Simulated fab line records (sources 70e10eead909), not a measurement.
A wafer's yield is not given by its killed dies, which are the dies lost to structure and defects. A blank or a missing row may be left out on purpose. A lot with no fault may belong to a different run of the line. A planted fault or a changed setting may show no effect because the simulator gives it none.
fab line records + flow nandHarc
record
- lots=13
- wafers=38
- lastDay=34
route steps=1302 shown A_CHANNEL_HOLE_D2@598 A_CHANNEL_FILL_D2@620 END@1302
lots with no fault: from the same line, run without faults
startH: hours from the record's opening day to when the first of the lot's shown wafers began + waitH: hours elapsed since this lot's preceding step + " unchanged from the row above + L1.1+2: a single row standing in for several wafers + - either no value or no given start + * or withheld: withheld + < > ~ a bound
route shown NAME@n: a module of which the file shows steps, and the number in the route of the first + usual: the fault-free wafers' mean and standard deviation + same: alike in all rows + chamber/n: place in a boat + sites: readings site by site + _std_site: how widely they spread, as a standard deviation + _edge_site: inner sites' mean taken away from outer sites' mean + radiusMm: for every site, how far away it sits from the centre of the wafer + mask NAME#n: copy n + behind: the tool/chamber that last shaped the wafer + hold: why the lot went on hold/how many hours it stayed there/how the hold came to an end + device: the transistor (n, p or np) that didn't switch + end of line: the same wafers' tests at the end of the route + step lacking rows: just its recipe + killed: dies lost to structure and defects at the first sort, not the wafer's yield + map: a wafer's dies, x killed, . not, _ none there
set.NAME: setting as actually run; set.NAME@STEP: the setting as run at that earlier step + model.NAME: the simulator's own value behind a step, which no gauge read
route steps across a sampled set of lots; one table per step, one row per wafer
services: when a tool's chamber went out of use (startH, in hours from the record's first day, below 0 if earlier), for how many hours, and the reason
## steps
# step NHARC_A_CHANNEL_HOLE_D2_ETCH_26
# recipe
- biasV=300
- sourceW=2000
- pressureMtorr=30
- timeS=224.1
- arFlowSccm=375
- c4f8FlowSccm=11.4
- o2FlowSccm=113.6
- tempC=-20
- targetDepthA=3000
- chemistry=C4F8/O2/Ar
# usual
- drypumpMotorCurrentA=5.5/0.45
- showerheadPlenumPTorr=3.66/0.16
- throttleValvePct=24.584/0.0098
# same
- timeS=224.1
| lot.wafer | tool       | chamber | startH | waitH | drypumpMotorCurrentA | rfHoursCounterH | showerheadPlenumPTorr | throttleValvePct |
|-----------|------------|---------|--------|-------|----------------------|-----------------|-----------------------|------------------|
| L765.2    | harEtch-02 | 1       | 290.01 | 0.6   | 5.5                  | 352             | 3.43                  | 24.576           |
| L765.6    | "          | 0       | "      | "     | 4.9                  | -               | 3.68                  | 24.598           |
| L765.5    | "          | 1       | "      | "     | 5.5                  | -               | 3.43                  | 24.587           |
| L766.2    | harEtch-01 | 1       | 305.25 | 0.7   | 6.2                  | 164             | 3.74                  | 24.577           |
| L766.5    | "          | 1       | "      | "     | 6.2                  | -               | 3.74                  | 24.606           |
| L766.6    | "          | 0       | "      | "     | 5.4                  | -               | 3.54                  | 24.594           |
| L767.1    | harEtch-02 | 1       | 328.41 | 1.4   | 5.5                  | 375             | 3.42                  | 24.582           |
| L767.2    | "          | 1       | "      | "     | 5.5                  | -               | 3.42                  | 24.583           |
| L767.6    | "          | 1       | "      | "     | 5.5                  | -               | 3.42                  | 24.590           |
| L768.1    | harEtch-01 | 0       | 335.50 | 0.7   | 5.5                  | 179             | 3.54                  | 24.558           |
| L768.3    | "          | 1       | "      | "     | 6.2                  | -               | 3.73                  | 24.580           |
| L768.5    | "          | 0       | "      | "     | 5.5                  | -               | 3.54                  | 24.587           |
| L771.3    | harEtch-02 | 1       | 357.86 | 0.4   | 5.5                  | -               | 3.99                  | 24.595           |
| L771.5    | "          | 0       | "      | "     | 4.9                  | -               | 3.66                  | 24.585           |
| L771.6    | "          | 1       | "      | "     | 5.5                  | -               | 3.99                  | 24.588           |
| L773.1    | harEtch-01 | 1       | 384.92 | 0.7   | 6.2                  | 213             | 3.71                  | 24.587           |
| L773.2    | "          | 0       | "      | "     | 5.5                  | 213             | 3.52                  | 24.573           |
| L773.4    | "          | 1       | "      | "     | 6.2                  | -               | 3.71                  | 24.593           |
| L775.4    | harEtch-01 | 1       | 405.42 | 0.5   | 6.2                  | -               | 3.70                  | 24.579           |
| L775.5    | "          | 1       | "      | "     | 6.2                  | -               | 3.70                  | 24.587           |
| L781.1    | harEtch-01 | 0       | 452.71 | 0.6   | 5.5                  | 263             | 3.49                  | 24.593           |
| L781.4    | "          | 0       | "      | "     | 5.4                  | -               | 3.49                  | 24.587           |
| L781.6    | "          | 0       | "      | "     | 5.5                  | -               | 3.49                  | 24.588           |
| L782.2    | harEtch-02 | 1       | 470.19 | 0.7   | 5.5                  | 46              | 3.96                  | 24.582           |
| L782.3    | "          | 0       | "      | "     | 4.9                  | -               | 3.63                  | 24.586           |
| L782.6    | "          | 0       | "      | "     | 4.9                  | -               | 3.63                  | 24.594           |
| L784.4    | harEtch-01 | 1       | 488.23 | 0.5   | 6.2                  | -               | 3.67                  | 24.566           |
| L784.5    | "          | 1       | "      | "     | 6.2                  | -               | 3.67                  | 24.578           |
| L784.6    | "          | 0       | "      | "     | 5.5                  | -               | 3.48                  | 24.582           |
| L785.1    | harEtch-02 | 0       | 507.07 | 0.6   | 4.9                  | 61              | 3.62                  | 24.573           |
| L785.4    | "          | 1       | "      | "     | 5.5                  | -               | 3.95                  | 24.601           |
| L785.6    | "          | 0       | "      | "     | 4.9                  | -               | 3.62                  | 24.581           |
| L787.1    | harEtch-02 | 0       | 519.52 | 0.7   | 4.9                  | 73              | 3.61                  | 24.595           |
| L787.4    | "          | 0       | "      | "     | 4.9                  | -               | 3.61                  | 24.583           |
| L787.6    | "          | 1       | "      | "     | 5.5                  | -               | 3.94                  | 24.565           |
| L788.2    | harEtch-01 | 1       | 541.92 | 0.6   | 6.2                  | 312             | 3.65                  | 24.569           |
| L788.3    | "          | 1       | "      | "     | 6.2                  | -               | 3.65                  | 24.590           |
| L788.5    | "          | 1       | "      | "     | 6.2                  | -               | 3.65                  | 24.569           |
# step NHARC_A_CHANNEL_FILL_D2_ETCHBACK_20
# recipe
- targetDepthA=270
- timeS=13.5
- c4f8FlowSccm=withheld
- o2FlowSccm=8
- arFlowSccm=withheld
- rfW=600
- biasW=1500
- chemistry=C4F8/O2/Ar
# usual
- oesProductAu=0.990/0.025
- rfVppV=978/4.9
- runLengthS=34.7/0.38
| lot.wafer | tool       | chamber | startH | waitH | oesProductAu | rfHoursCounterH | rfVppV | runLengthS |
|-----------|------------|---------|--------|-------|--------------|-----------------|--------|------------|
| L765.2    | rieDiel-04 | 3       | 313.40 | -     | 0.962        | 4               | 986    | 34.6       |
| L765.6    | "          | 0       | "      | "     | 0.958        | -               | 973    | 35.0       |
| L765.5    | "          | 1       | "      | "     | 0.973        | -               | 984    | 34.3       |
| L766.2    | rieDiel-04 | 1       | 332.36 | -     | 1.003        | 4               | 984    | 34.2       |
| L766.5    | "          | 1       | "      | "     | 1.007        | -               | 987    | 34.2       |
| L766.6    | "          | 2       | "      | "     | 1.007        | -               | 979    | 35.0       |
| L767.2    | rieDiel-10 | 3       | 355.70 | -     | 1.018        | 4               | 975    | 35.3       |
| L767.1    | "          | 2       | "      | "     | 1.000        | 4               | 978    | 34.6       |
| L767.6    | "          | 3       | "      | "     | 1.017        | -               | 977    | 34.7       |
| L768.1    | rieDiel-12 | 1       | 361.96 | -     | 1.014        | 15              | 973    | 34.4       |
| L768.3    | "          | 2       | "      | "     | 0.999        | 16              | 980    | 34.4       |
| L768.5    | "          | 2       | "      | "     | 1.010        | -               | 981    | 34.1       |
| L771.3    | rieDiel-10 | 3       | 384.32 | -     | 1.014        | 4               | 976    | 34.8       |
| L771.5    | "          | 2       | "      | "     | 0.984        | -               | 979    | 34.6       |
| L771.6    | "          | 3       | "      | "     | 1.012        | -               | 975    | 35.1       |
| L773.4    | rieDiel-10 | 2       | 413.90 | -     | 0.996        | 5               | 978    | 26.4       |
| L773.2    | "          | 3       | "      | "     | 1.007        | 5               | 976    | 34.9       |
| L773.1    | "          | 1       | "      | "     | 0.985        | 4               | 972    | 34.7       |
| L775.4    | rieDiel-10 | 2       | 435.77 | -     | 0.988        | 0               | 979    | 26.5       |
| L775.5    | "          | 1       | "      | "     | 0.995        | -               | 972    | 26.4       |
| L781.4    | rieDiel-04 | 0       | 478.45 | -     | 0.996        | 3               | 974    | 34.6       |
| L781.1    | "          | 2       | "      | "     | 1.010        | 4               | 979    | 34.9       |
| L781.6    | "          | 3       | "      | "     | 1.003        | -               | 985    | 34.4       |
| L782.2    | rieDiel-12 | 0       | 498.17 | -     | 0.995        | 8               | 977    | 35.0       |
| L782.3    | "          | 2       | "      | "     | 1.010        | 8               | 979    | 34.1       |
| L782.6    | "          | 3       | "      | "     | 1.010        | -               | 972    | 34.4       |
| L784.4    | rieDiel-04 | 3       | 514.97 | -     | 0.982        | 4               | 986    | 34.3       |
| L784.5    | "          | 0       | "      | "     | 0.971        | -               | 973    | 34.6       |
| L784.6    | "          | 1       | "      | "     | 0.966        | -               | 985    | 34.4       |
| L785.4    | rieDiel-12 | 1       | 533.29 | -     | 0.994        | 12              | 971    | 34.4       |
| L785.1    | "          | 3       | "      | "     | 1.020        | 14              | 971    | 34.4       |
| L785.6    | "          | 1       | "      | "     | 0.988        | -               | 972    | 34.4       |
| L787.4    | rieDiel-04 | 3       | 546.04 | -     | 1.005        | 0               | 984    | 34.4       |
| L787.1    | "          | 0       | "      | "     | 1.000        | 0               | 974    | 34.5       |
| L787.6    | "          | 3       | "      | "     | 1.009        | -               | 986    | 34.3       |
| L788.3    | rieDiel-10 | 0       | 567.86 | -     | 1.000        | 3               | 983    | 35.6       |
| L788.2    | "          | 2       | "      | "     | 0.999        | 3               | 979    | 34.7       |
| L788.5    | "          | 0       | "      | "     | 1.008        | -               | 981    | 35.6       |
# step NHARC_A_CHANNEL_FILL_D2_ETCHBACK_08
# recipe
- targetDepthA=2200
- timeS=110
- c4f8FlowSccm=20
- arFlowSccm=withheld
- rfW=600
- biasW=300
- chemistry=C4F8
# usual
- oesProductAu=0.96/0.034
- rfVppV=440.9/2.3
- runLengthS=131.4/0.42
# same
- timeS=110
| lot.wafer | tool       | chamber | startH | waitH | oesProductAu | rfHoursCounterH | rfVppV | runLengthS |
|-----------|------------|---------|--------|-------|--------------|-----------------|--------|------------|
| L765.2    | rieDiel-04 | 2       | -      | -     | 0.94         | 4               | 441.0  | 131.3      |
| L765.6    | "          | 2       | "      | "     | 0.94         | -               | 439.5  | 131.7      |
| L765.5    | "          | 3       | "      | "     | 0.95         | -               | 443.4  | 130.9      |
| L766.2    | rieDiel-10 | 0       | -      | -     | 0.93         | 3               | 442.7  | 132.2      |
| L766.6    | "          | 2       | "      | "     | 0.92         | -               | 439.3  | 131.7      |
| L766.5    | "          | 3       | "      | "     | 0.93         | -               | 442.0  | 131.3      |
| L767.1    | rieDiel-04 | 2       | -      | -     | 1.01         | 0               | 440.5  | 131.3      |
| L767.2    | "          | 0       | "      | "     | 0.99         | 0               | 439.5  | 131.6      |
| L767.6    | "          | 2       | "      | "     | 1.00         | -               | 439.5  | 131.3      |
| L768.3    | rieDiel-12 | 2       | -      | -     | 0.92         | 17              | 442.7  | 131.0      |
| L768.1    | "          | 0       | "      | "     | 1.00         | 14              | 438.2  | 131.5      |
| L768.5    | "          | 2       | "      | "     | 0.91         | -               | 441.6  | 130.8      |
| L771.3    | rieDiel-10 | 0       | -      | -     | 0.93         | 4               | 442.4  | 131.9      |
| L771.5    | "          | 0       | "      | "     | 0.92         | -               | 441.7  | 131.9      |
| L771.6    | "          | 1       | "      | "     | 0.93         | -               | 439.3  | 131.7      |
| L773.2    | rieDiel-10 | 0       | -      | -     | 0.99         | 0               | 442.7  | 132.1      |
| L773.4    | "          | 1       | "      | "     | 1.00         | 0               | 438.2  | 131.4      |
| L773.1    | "          | 2       | "      | "     | 0.98         | 0               | 439.6  | 131.9      |
| L775.4    | rieDiel-04 | 3       | -      | -     | 1.01         | 3               | 443.1  | 131.1      |
| L775.5    | "          | 3       | "      | "     | 1.01         | -               | 443.0  | 130.9      |
| L781.4    | rieDiel-10 | 3       | -      | -     | 0.99         | 1               | 439.5  | 131.4      |
| L781.1    | "          | 0       | "      | "     | 1.00         | 1               | 441.2  | 132.3      |
| L781.6    | "          | 3       | "      | "     | 1.00         | -               | 439.4  | 131.4      |
| L782.3    | rieDiel-12 | 1       | -      | -     | 0.93         | 9               | 439.1  | 130.9      |
| L782.2    | "          | 2       | "      | "     | 0.93         | 11              | 440.7  | 130.9      |
| L782.6    | "          | 3       | "      | "     | 0.94         | -               | 437.8  | 130.8      |
| L784.4    | rieDiel-10 | 0       | -      | -     | 0.93         | 2               | 443.4  | 131.7      |
| L784.5    | "          | 1       | "      | "     | 0.92         | -               | 436.9  | 130.9      |
| L784.6    | "          | 2       | "      | "     | 0.93         | -               | 440.7  | 131.8      |
| L785.4    | rieDiel-04 | 3       | -      | -     | 1.01         | 0               | 445.5  | 131.5      |
| L785.1    | "          | 2       | "      | "     | 0.99         | 0               | 441.3  | 131.6      |
| L785.6    | "          | 3       | "      | "     | 1.01         | -               | 442.5  | 131.0      |
| L787.1    | rieDiel-10 | 0       | -      | -     | 0.97         | 3               | 442.2  | 131.7      |
| L787.4    | "          | 0       | "      | "     | 0.99         | -               | 445.0  | 132.0      |
| L787.6    | "          | 2       | "      | "     | 0.98         | -               | 441.0  | 131.6      |
| L788.3    | rieDiel-04 | 1       | -      | -     | 0.91         | 1               | 444.7  | 130.7      |
| L788.2    | "          | 2       | "      | "     | 0.92         | 1               | 441.3  | 131.5      |
| L788.5    | "          | 1       | "      | "     | 0.91         | -               | 442.5  | 130.9      |
# step NHARC_A_CHANNEL_FILL_D2_RTA_24
# recipe
- tempC=1000
- timeS=5
# usual
- lampPowerPct=32/5
- lamp_zone_3_pct=32/5
- wafer_temp_C_max=1005.2/0.97
# same
- timeS=5
| lot.wafer | tool         | chamber | startH | waitH | lampPowerPct | lamp_zone_3_pct | wafer_temp_C_max |
|-----------|--------------|---------|--------|-------|--------------|-----------------|------------------|
| L765.2    | rtpAnneal-02 | 0       | 338.19 | 0.1   | 36           | 37              | 1007.3           |
| L765.5    | "            | 0       | "      | "     | 36           | 36              | 1003.9           |
| L765.6    | "            | 0       | "      | "     | 37           | 36              | 1005.1           |
| L766.2    | rtpAnneal-02 | 0       | 356.33 | 0.1   | 37           | 37              | 1006.6           |
| L766.5    | "            | 0       | "      | "     | 36           | 37              | 1006.8           |
| L766.6    | "            | 0       | "      | "     | 36           | 37              | 1005.1           |
| L767.1    | rtpAnneal-02 | 0       | 379.27 | 0.0   | 36           | 37              | 1006.3           |
| L767.2    | "            | 0       | "      | "     | 37           | 37              | 1005.6           |
| L767.6    | "            | 0       | "      | "     | 37           | 37              | 1004.7           |
| L768.1    | rtpAnneal-02 | 0       | 385.20 | 0.0   | 36           | 36              | 1005.5           |
| L768.3    | "            | 0       | "      | "     | 36           | 37              | 1005.3           |
| L768.5    | "            | 0       | "      | "     | 37           | 37              | 1006.3           |
| L771.3    | rtpAnneal-02 | 0       | 408.29 | 0.2   | 36           | 37              | 1005.7           |
| L771.5    | "            | 0       | "      | "     | 37           | 36              | 1005.7           |
| L771.6    | "            | 0       | "      | "     | 36           | 36              | 1006.6           |
| L773.1    | rtpAnneal-02 | 0       | 437.32 | 0.0   | 36           | 36              | 1005.3           |
| L773.2    | "            | 0       | "      | "     | 36           | 36              | 1005.2           |
| L773.4    | "            | 0       | "      | "     | 36           | 36              | 1005.7           |
| L775.4    | rtpAnneal-01 | 0       | 459.31 | 0.1   | 26           | 26              | 1005.7           |
| L775.5    | "            | 0       | "      | "     | 26           | 27              | 1006.7           |
| L781.1    | rtpAnneal-01 | 0       | 501.59 | 0.0   | 26           | 26              | 1005.3           |
| L781.4    | "            | 0       | "      | "     | 26           | 26              | 1004.8           |
| L781.6    | "            | 0       | "      | "     | 26           | 26              | 1003.3           |
| L782.2    | rtpAnneal-01 | 0       | 522.02 | 0.1   | 26           | 26              | 1004.1           |
| L782.3    | "            | 0       | "      | "     | 27           | 26              | 1005.1           |
| L782.6    | "            | 0       | "      | "     | 26           | 26              | 1005.8           |
| L784.4    | rtpAnneal-01 | 0       | 539.39 | 0.2   | 26           | 26              | 1004.0           |
| L784.5    | "            | 0       | "      | "     | 26           | 26              | 1005.4           |
| L784.6    | "            | 0       | "      | "     | 27           | 26              | 1006.0           |
| L785.1    | rtpAnneal-01 | 0       | 557.00 | 0.0   | 27           | 26              | 1004.1           |
| L785.4    | "            | 0       | "      | "     | 26           | 26              | 1004.2           |
| L785.6    | "            | 0       | "      | "     | 26           | 26              | 1004.1           |
| L787.1    | rtpAnneal-01 | 0       | 569.83 | 0.0   | 26           | 26              | 1005.2           |
| L787.4    | "            | 0       | "      | "     | 26           | 26              | 1005.5           |
| L787.6    | "            | 0       | "      | "     | 26           | 26              | 1004.2           |
| L788.2    | rtpAnneal-02 | 0       | 598.38 | 0.1   | 37           | 37              | 1005.9           |
| L788.3    | "            | 0       | "      | "     | 36           | 36              | 1004.4           |
| L788.5    | "            | 0       | "      | "     | 37           | 36              | 1007.8           |
# step NHARC_END_SORT_01
# recipe
- tempC=25
# usual
- killedAtArray=59/20
- killedAtOther=0.8/1.2
- killedAtPeriphery=3.5/2.2
- killedDies=63/20
- killedOpen=3.3/1.8
- killedShort=2.6/1.7
# same
- grossDies=677
| lot.wafer | tool      | chamber | startH | waitH | killedAtArray | killedAtOther | killedAtPeriphery | killedDies | killedOpen | killedShort |
|-----------|-----------|---------|--------|-------|---------------|---------------|-------------------|------------|------------|-------------|
| L773.1    | prober-01 | 0       | 642.64 | 2.5   | 39            | 0             | 0                 | 39         | 3          | 6           |
| L773.2    | prober-01 | 0       | 643.45 | 2.8   | 28            | 0             | 2                 | 30         | 5          | 2           |
| L773.4    | prober-01 | 0       | 645.06 | 3.4   | 673           | 0             | 4                 | 677        | 4          | 7           |
| L775.4    | prober-02 | 0       | 673.05 | 3.4   | 669           | 3             | 5                 | 677        | 8          | 1           |
| L775.5    | prober-02 | 0       | 673.84 | 3.7   | 673           | 0             | 4                 | 677        | 2          | 3           |
# killed by level:class
L773.1 A_CHANNEL_HOLE_D2:chamberFilmFlake=14 A_CONTACT:chamberFilmFlake=5 A_CHANNEL_HOLE_D1:chamberFilmFlake=3 A_ONON_D1:geometricParticle:short=2 A_DECK1_JOINT:geometricParticle:short=2 A_CHANNEL_FILL_D1:chamberFilmFlake=2 A_STAIRCASE:chamberFilmFlake=2 A_SLIT:chamberFilmFlake=2
L773.2 A_CHANNEL_HOLE_D2:chamberFilmFlake=12 A_CHANNEL_HOLE_D1:chamberFilmFlake=6 A_CONTACT:chamberFilmFlake=3 A_ONON_D1:geometricParticle:open=2 P_CONTACT:geometricParticle:open=1 A_SOURCE_PLATE:geometricParticle:short=1 A_ONON_D2:geometricParticle:open=1 A_CHANNEL_FILL_D2:geometricParticle:short=1
L773.4 A_CHANNEL_FILL_D2:areaEtchback=634 A_CHANNEL_HOLE_D2:chamberFilmFlake=16 A_CHANNEL_HOLE_D1:chamberFilmFlake=5 A_CHANNEL_FILL_D2:chamberFilmFlake=3 P_CONTACT:geometricParticle:short=2 A_CONTACT:geometricParticle:open=2 A_CHANNEL_FILL_D1:chamberFilmFlake=2 A_STAIRCASE:chamberFilmFlake=2
L775.4 A_CHANNEL_FILL_D2:areaEtchback=631 A_CHANNEL_HOLE_D2:chamberFilmFlake=22 A_WL_FILL:geometricParticle:open=4 A_CHANNEL_HOLE_D1:chamberFilmFlake=3 THIN_TSV:chamberFilmFlake=3 P_M2:chamberFilmFlake=2 A_CONTACT:chamberFilmFlake=2 P_M0:geometricParticle:open=1
L775.5 A_CHANNEL_FILL_D2:areaEtchback=645 A_CHANNEL_HOLE_D2:chamberFilmFlake=14 A_CHANNEL_HOLE_D1:chamberFilmFlake=3 A_DECK1_JOINT:chamberFilmFlake=3 P_M1:chamberFilmFlake=2 A_CHANNEL_FILL_D2:chamberFilmFlake=2 A_CONTACT:chamberFilmFlake=2 P_M0:geometricParticle:short=1
## services
| tool         | chamber | startH | hours | kind   |
|--------------|---------|--------|-------|--------|
| rieDiel-12   | -       | 268.45 | 9.0   | pm     |
| rieDiel-04   | 0       | 296.45 | 2.3   | repair |
| rieDiel-12   | 0       | 320.12 | 4.0   | repair |
| rieDiel-10   | 1       | 331.39 | 4.3   | repair |
| rieDiel-12   | -       | 336.01 | 3.4   | repair |
| rieDiel-04   | -       | 354.90 | 9.0   | pm     |
| rieDiel-12   | 0       | 357.04 | 10.0  | repair |
| rieDiel-12   | -       | 364.47 | 4.9   | repair |
| rtpAnneal-01 | -       | 372.04 | 12.0  | pm     |
| harEtch-02   | -       | 383.90 | 17.0  | pm     |
| rieDiel-04   | 1       | 387.62 | 7.9   | repair |
| rieDiel-12   | 0       | 390.47 | 3.5   | repair |
| rieDiel-12   | 1       | 405.98 | 4.8   | repair |
| rieDiel-12   | 0       | 406.11 | 2.1   | repair |
| rieDiel-10   | -       | 419.50 | 9.0   | pm     |
| rieDiel-10   | 3       | 465.73 | 3.8   | repair |
| rieDiel-04   | 3       | 485.37 | 2.8   | repair |
| rieDiel-04   | -       | 521.36 | 0.2   | repair |
| rieDiel-04   | -       | 531.90 | 9.0   | pm     |
| rieDiel-10   | 3       | 557.18 | 6.6   | repair |
| rieDiel-04   | 0       | 565.75 | 3.1   | repair |
| rieDiel-04   | 3       | 594.33 | 5.9   | repair |
| rieDiel-10   | 2       | 595.52 | 4.3   | repair |
| rieDiel-10   | -       | 596.50 | 9.0   | pm     |
## key
firstSign
- step=NHARC_A_CHANNEL_FILL_D2_ETCHBACK_20
- reading=runLengthS
- direction=down
- sigmas=22
- usual=*
- struck=*
effect
- step=NHARC_END_SORT_01
- reading=killedAtArray
- direction=up
- sigmas=31
- usual=59
- struck=672
moreKillsBornAt
- NHARC_A_CHANNEL_FILL_D2_ETCHBACK_20@rieDiel-10=1910
metAt NHARC_A_CHANNEL_FILL_D2_ETCHBACK_20
struckLots L773,L775
struckWafers L773.4,L775.4,L775.5
laterRowsLeftOut L773.4,L775.4,L775.5
testerLeftOut L773,L775
notActingAt NHARC_A_CHANNEL_HOLE_D2_ETCH_26,NHARC_A_CHANNEL_FILL_D2_ETCHBACK_08,NHARC_A_CHANNEL_FILL_D2_RTA_24
onsetBetween 384.32 413.90
fault
- kind=processParameterDrift
- tool=rieDiel-10
- chamber=-
- onsetH=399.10
- steps=NHARC_A_CHANNEL_FILL_D2_ETCHBACK_20
- channel=timeS
- offset=*
- shape=step
- endH=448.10
- scope=struckWafersOnly
- actsIn=*
- stated=*
# testerLeftOut: of these lots the tester's yield and bins aren't shown, on N5 and GAA mostly nor the transistor test; their killed dies are dies lost to structure and defects alone, not to doping, threshold or leakage, so they don't give the yield
# laterRowsLeftOut: the simulator's readings of these wafers behind a module that went badly wrong aren't trusted and aren't shown, but for the sort
